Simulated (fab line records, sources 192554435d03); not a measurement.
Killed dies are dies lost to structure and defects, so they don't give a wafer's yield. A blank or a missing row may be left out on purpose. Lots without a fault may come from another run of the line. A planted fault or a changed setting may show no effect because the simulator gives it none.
Split-lot experiment | flow n5_finfet | 7 lots, 39 wafers read, on a route of 1938 steps

THE SPLIT
At N5_BEOL_M0_SAQP_PECVD_96 (deposits a-Si from SiH4/He, target thk 45 nm, time 45.2 s), the setting time_s was moved away from the recipe's 45.2 s on 12 of the 39 wafers read, by -41.4% to +35.2%. The other wafers ran this setting at the recipe's value.

FROM THE SPLIT TO THE READING: what the file shows between them, 4 steps
- N5_BEOL_M0_SAQP_PECVD_97: deposits SiNx from SiH4/NH3/N2, target thk 23 nm, time 19.9 s
- N5_BEOL_M0_SAQP_PECVD_04: deposits a-Si from SiH4/He, target thk 60 nm, time 60.2 s
- N5_BEOL_M0_SAQP_ETCH_101: etches SiNx in CH3F/O2, target depth 29.9 nm, time 42.7 s
- N5_BEOL_M0_SAQP_ETCH_102: etches SiO2 in CF4, target depth 4 nm, time 4.4 s

THE READING
oes_product_au, in a.u., at N5_BEOL_M0_SAQP_MANDREL_ETCH_103 (etches a-Si in HBr/Cl2, stops on SiCN, target depth 45 nm, bt time 10 s, time 27 s). Fault-free wafers of this fab line usually give 0.678 a.u., standard deviation 0.01 a.u..

wafer  | tool, chamber at the split | time_s as run, s | against the recipe | oes_product_au, a.u. | against lot-mates on the recipe
L075.4 | pecvd-03, 1                | 45.2             | recipe             | 0.690                | -
L075.5 | pecvd-03, 0                | 45.2             | recipe             | 0.684                | -
L075.6 | pecvd-03, 2                | 45.2             | recipe             | 0.682                | -
L079.1 | pecvd-02, 1                | 45.2             | recipe             | 0.673                | -
L079.2 | pecvd-02, 0                | 61.13            | +35.2%             | 0.824                | +0.141
L079.3 | pecvd-02, 2                | 61.13            | +35.2%             | 0.804                | +0.121
L079.4 | pecvd-02, 1                | 61.13            | +35.2%             | 0.798                | +0.115
L079.5 | pecvd-02, 2,0              | 45.2             | recipe             | 0.691                | -
L079.6 | pecvd-02, 2,0              | 45.2             | recipe             | 0.686                | -
L082.1 | pecvd-03, 2                | 45.2             | recipe             | 0.691                | -
L082.2 | pecvd-03, 0,1              | 45.2             | recipe             | 0.695                | -
L082.3 | pecvd-03, 0,1              | 45.2             | recipe             | 0.678                | -
L082.4 | pecvd-03, 0                | 45.2             | recipe             | 0.677                | -
L082.5 | pecvd-03, 1                | 45.2             | recipe             | 0.680                | -
L082.6 | pecvd-03, 2                | 45.2             | recipe             | 0.694                | -
L083.1 | pecvd-04, 1                | 55.01            | +21.7%             | 0.764                | +0.086
L083.2 | pecvd-04, 0                | 45.2             | recipe             | 0.673                | -
L083.3 | pecvd-04, 2                | 45.2             | recipe             | 0.675                | -
L083.4 | pecvd-04, 2                | 55.01            | +21.7%             | 0.765                | +0.087
L083.5 | pecvd-04, 1                | 45.2             | recipe             | 0.685                | -
L083.6 | pecvd-04, 0                | 55.01            | +21.7%             | 0.757                | +0.079
L084.1 | pecvd-03, 1                | 45.2             | recipe             | 0.672                | -
L084.2 | pecvd-03, 0                | 26.48            | -41.4%             | 0.500                | -0.172
L084.3 | pecvd-03, 2                | 45.2             | recipe             | 0.678                | -
L084.4 | pecvd-03, 0                | 45.2             | recipe             | 0.666                | -
L084.5 | pecvd-03, 1,2              | 26.48            | -41.4%             | 0.510                | -0.162
L084.6 | pecvd-03, 1,2              | 26.48            | -41.4%             | 0.515                | -0.157
L089.1 | pecvd-03, 0                | 45.2             | recipe             | 0.688                | -
L089.2 | pecvd-03, 2                | 45.2             | recipe             | 0.672                | -
L089.3 | pecvd-03, 1                | 45.2             | recipe             | 0.677                | -
L089.4 | pecvd-03, 1,0              | 45.2             | recipe             | 0.694                | -
L089.5 | pecvd-03, 2                | 45.2             | recipe             | 0.676                | -
L089.6 | pecvd-03, 1,0              | 45.2             | recipe             | 0.693                | -
L093.1 | pecvd-04, 2                | 35.8             | -20.8%             | 0.602                | -0.074
L093.2 | pecvd-04, 0                | 45.2             | recipe             | 0.666                | -
L093.3 | pecvd-04, 1,2              | 35.8             | -20.8%             | 0.599                | -0.077
L093.4 | pecvd-04, 1                | 45.2             | recipe             | 0.688                | -
L093.5 | pecvd-04, 0                | 45.2             | recipe             | 0.675                | -
L093.6 | pecvd-04, 1,2              | 35.8             | -20.8%             | 0.611                | -0.065
Where a row lists several chambers, the file gives one row for several wafers and doesn't say which wafer went through which chamber.

THE FIT
A straight line over all 39 wafers: oes_product_au changes by +0.00389 a.u. for each +1% of time_s; r = +0.99; the points scatter about the line by 0.0094 a.u..
The same after taking each lot's own level away (the mean of its wafers on the recipe; 39 wafers): +0.00376 a.u. for each +1%; r = +0.99; scatter 0.0082 a.u..
On that fit, the largest move of time_s shifts the reading by 0.16 a.u..
The lots' own levels span 0.6720 to 0.6858 a.u., that is 1.4 times the standard deviation above.
So the lot-to-lot level changes the slope little: the two slopes agree.
Check: with one of the wafers moved furthest among these (-41.4%) left out of the fit, the line predicts -0.153 a.u. for it against its lot-mates. It came out at -0.172 a.u. against them.

OTHER SPLITS ON THESE WAFERS
These wafers also went through other splits before the reading. Each is held against what the fit with the lots' levels taken away leaves over:
other split on the same wafers          | wafers away from the commonest value | r with oes_product_au (lot level and that fit taken away)
N5_FIN_SAQP_SPACER2_ALD_28 target_thk_a | 18                                   | -0.22
N5_DUMMY_GATE_PECVD_30 time_s           | 18                                   | -0.36

THE WHOLE CHAIN: every reading that the file lists as answering this split, in the file's order
step                             | what it does                                                                       | reading                                                                               | change (the file's fit)                   | r (the file's)
N5_BEOL_M0_SAQP_PECVD_96         | deposits a-Si from SiH4/He, target thk 45 nm, time 45.2 s                          | a-Si_of_BEOL_M0_SAQP_PECVD_96.thk_nm (the simulator's own value, which no gauge read) | +0.448 nm for each +1% of the setting     | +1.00
N5_BEOL_M0_SAQP_MANDREL_ETCH_103 | etches a-Si in HBr/Cl2, stops on SiCN, target depth 45 nm, bt time 10 s, time 27 s | oes_product_au                                                                        | +0.00376 a.u. for each +1% of the setting | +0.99
N5_BEOL_M0_SAQP_MANDREL_ETCH_103 | etches a-Si in HBr/Cl2, stops on SiCN, target depth 45 nm, bt time 10 s, time 27 s | etch.depth_nm (the simulator's own value, which no gauge read)                        | +0.447 nm for each +1% of the setting     | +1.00

THE FILE'S OWN FIT
oes_product_au changes by +0.00376 a.u. for each +1% of time_s, r = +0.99.
